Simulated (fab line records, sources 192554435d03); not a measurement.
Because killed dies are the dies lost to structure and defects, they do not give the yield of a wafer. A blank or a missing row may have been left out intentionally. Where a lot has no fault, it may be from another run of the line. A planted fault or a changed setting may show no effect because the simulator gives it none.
Matching of chambers :: flow n5Finfet :: N5_PMOS_HMC_CHANNEL_EPI_CMP_21 on cmp-04: 4 sister chambers
The step polishes SiGe30, target thk 54 nm. 4 wafers are shown with their chamber, then 6 later ones without.

== WAFERS, EACH WITH ITS CHAMBER ==
wafer: L091.2
chamber: 2
motorCurrentA (A): 10.8

wafer: L091.3
chamber: 0
motorCurrentA (A): 9.1

wafer: L092.3
chamber: 3
motorCurrentA (A): 9.1

wafer: L094.1
chamber: 1
motorCurrentA (A): 13.0

== WAFERS WITHOUT THEIR CHAMBER ==
wafer: L094.2
motorCurrentA (A): 10.2

wafer: L094.4
motorCurrentA (A): 9.7

wafer: L095.2
motorCurrentA (A): 8.9

wafer: L095.4
motorCurrentA (A): 10.8

wafer: L096.2
motorCurrentA (A): 9.7

wafer: L096.3
motorCurrentA (A): 10.8

== EACH ONE'S CHAMBER ==
wafer: L094.2
from the rows above: can't be placed: 2 or 0 or 3
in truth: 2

wafer: L094.4
from the rows above: can't be placed: 0 or 3 or 2
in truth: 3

wafer: L095.2
from the rows above: can't be placed: 0 or 3
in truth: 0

wafer: L095.4
from the rows above: 2
in truth: 2

wafer: L096.2
from the rows above: can't be placed: 0 or 3 or 2
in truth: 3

wafer: L096.3
from the rows above: 2
in truth: 2
Correct placement for 2 of the 6. From these rows, 4 cannot be placed; in 4 the true chamber is one of the candidates. 0 placed wrongly.
How it was worked out, from the rows above alone: a wafer's distance from a chamber is the root of the sum, over the readings, of the square of ((its reading less the chamber's mean) divided by the reading's scatter). If the next closest chamber is less than 2 further off than the closest, the wafer can't be placed; otherwise it belongs to the closest. A chamber's mean is the mean of its shown wafers. The scatter: with one shown wafer a chamber, the root of the mean of the squares of how far each hidden wafer lies from its nearest shown one.
